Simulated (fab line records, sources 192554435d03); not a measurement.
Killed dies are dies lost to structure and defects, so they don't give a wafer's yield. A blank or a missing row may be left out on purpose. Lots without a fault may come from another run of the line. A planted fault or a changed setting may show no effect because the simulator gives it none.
A struck lot beside a sound one | flow n5_finfet | 25 steps out of a route of 1938
Sound: wafers L838.1, L838.2, L838.6. Struck: wafers L825.1, L825.4, L825.6. The cause comes at the end.
At each step with rows: each side's tool, then ch and its chambers, then its first start. Under that, the readings that differ: sound wafers | struck wafers | difference of the means | sigmas: that difference in standard deviations of wafers without a fault.
alike: readings whose means differ by less than 2 such deviations, and words and numbers that are the same on both sides. not compared: withheld readings, readings that some wafer has no value for, bounds like >300 that may hide the same value, and numbers for which the record gives no deviation and whose values overlap.
The two part at a step that has a row with sigmas, a row that says differs or no value, or rows on one side only. Numbers that don't overlap but have no deviation are shown without sigmas and don't part them. A reading that every wafer of one side lacks parts them only if that side has two wafers or more.

first, 9 steps without rows for these wafers: N5_BEOL_M0_ANNEAL_135 (time 60 s); N5_BEOL_M0_SPUTTER_141 (material Cu, target thk 4 nm, time 7.37 s); N5_BEOL_M0_ECD_118 (material Cu, target thk 300 nm); N5_BEOL_M0_ANNEAL_119 (time 90 s); N5_BEOL_M0_CMP_120 (polishes, stops on SiOC, t overpolish 6.9 s); N5_BEOL_M0_PRE_CLEAN_131 (time 15 s); N5_BEOL_M0_CO_CAP_123 (material Co, precursor CCTBA/H2, target thk 2 nm, time 102.1 s); N5_BEOL_M0_PRE_CLEAN_124 (time 15 s); N5_BEOL_M0_DEP_125 (deposits SiCN from 3MS/NH3, target thk 8 nm, time 14 s).
N5_BEOL_M1_ILD_DEP_00: deposits SiOC from DEMS/O2, target thk 79 nm, time 15.3 s.
  sound on pecvd-02 ch 0,1,2, day 11 22:01; struck on pecvd-02 ch 0,1,2, day 8 18:42
  alike: heater_power_w, showerhead_plenum_p_Torr, throttle_valve_pct
then, 11 steps without rows for these wafers: N5_BEOL_M1_PECVD_72 (deposits SiO2 from TEOS/O2, target thk 16 nm, time 18 s); N5_BEOL_M1_HM_DEP_02 (deposits TiN, target thk 20 nm); N5_BEOL_M1_COAT_61 (time 60 s, resist thk 60 nm); N5_BEOL_M1_COAT_62 (time 60 s, resist thk 12 nm); N5_BEOL_M1_COAT_73 (time 60 s, resist thk 5 nm); N5_BEOL_M1_COAT_05 (resist thk 30 nm); N5_BEOL_M1_EBR_07; N5_BEOL_M1_SOFTBAKE_06 (time 60 s); N5_BEOL_M1_EXPOSE_08 (exposes mask M1); N5_BEOL_M1_PEB_09 (peb time 60 s); N5_BEOL_M1_DEVELOP_10 (develop time 30 s).
N5_BEOL_M1_INSPECT_13: inspects for defects (brightfield).
  sound on defect_inspect-02, day 11 22:47; struck on defect_inspect-01, day 8 20:55
  reading          | sound       | struck         | difference | sigmas
  raw_defect_count | 417 407 357 | 1124 1039 1153 | +712       | +7
then, 1 step without rows for these wafers: N5_BEOL_M1_DESCUM_16 (chemistry O2, time 7 s).
N5_BEOL_M4_RC_MEAS_101:
  sound on prober-02 ch 0, day 13 13:27; struck on prober-01 ch 0, day 10 19:44
  alike: DIBL_N, DIBL_P, IOFF_N, IOFF_P, ION_N, ION_P, SS_N, SS_P, VT_N, VT_P
-- the record jumps here: 5 days lie between the struck wafers' starts before and after (it left off in module BEOL_M4 and takes up again in module PASSIVATION, whose first step shown is number 1936 of the route) --
N5_PASSIVATION_PROBE_49:
  the record has rows for the struck wafers here (prober-01, day 15 16:23) and none for the sound ones

WHERE THEY PART
First at N5_BEOL_M1_INSPECT_13; last, within this record, at N5_PASSIVATION_PROBE_49.

WHY: what the simulator had put in
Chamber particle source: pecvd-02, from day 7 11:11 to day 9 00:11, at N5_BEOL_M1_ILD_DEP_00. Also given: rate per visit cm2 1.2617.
